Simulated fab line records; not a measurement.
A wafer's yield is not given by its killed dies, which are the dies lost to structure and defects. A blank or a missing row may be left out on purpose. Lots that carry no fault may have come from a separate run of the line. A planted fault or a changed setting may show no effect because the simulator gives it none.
Chamber matching | flow nandHarc | 4 sister chambers for NHARC_A_BLC_ETCH_16 on rieDiel-12
The step etches the open film in CF4, target depth 39 nm, time 65 s. 4 wafers are shown with their chamber, then 7 later ones without.

== WAFERS, EACH WITH ITS CHAMBER ==
wafer  | chamber | showerheadPlenumPTorr (Torr)
L355.3 | 0       | 1.72
L360.1 | 3       | 1.65
L368.1 | 1       | 1.75
L368.2 | 2       | 1.69

== WAFERS WHOSE CHAMBER IS MISSING ==
wafer  | showerheadPlenumPTorr (Torr)
L368.3 | 1.64
L367.1 | 1.64
L367.2 | 1.69
L367.5 | 1.69
L369.2 | 1.69
L369.3 | 1.71
L369.5 | 1.64

== CHAMBER TAKEN BY EACH ==
wafer  | from the rows above     | in truth
L368.3 | 3                       | 3
L367.1 | 3                       | 3
L367.2 | 2                       | 2
L367.5 | 2                       | 2
L369.2 | 2                       | 2
L369.3 | can't be placed: 0 or 2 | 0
L369.5 | 3                       | 3
Correctly placed: 6 of 7. From these rows, 1 cannot be placed; in 1 the true chamber is one of the candidates. 0 placed wrongly.
How it was worked out, from the rows above alone: a wafer's distance from a chamber is the root of the sum, over the readings, of the square of ((its reading less the chamber's mean) divided by the reading's scatter). If the next closest chamber is less than 2 further off than the closest, the wafer can't be placed; otherwise it belongs to the closest. Each chamber's mean is taken over the wafers shown for it. The scatter: with one shown wafer a chamber, the root of the mean of the squares of how far each hidden wafer lies from its nearest shown one.
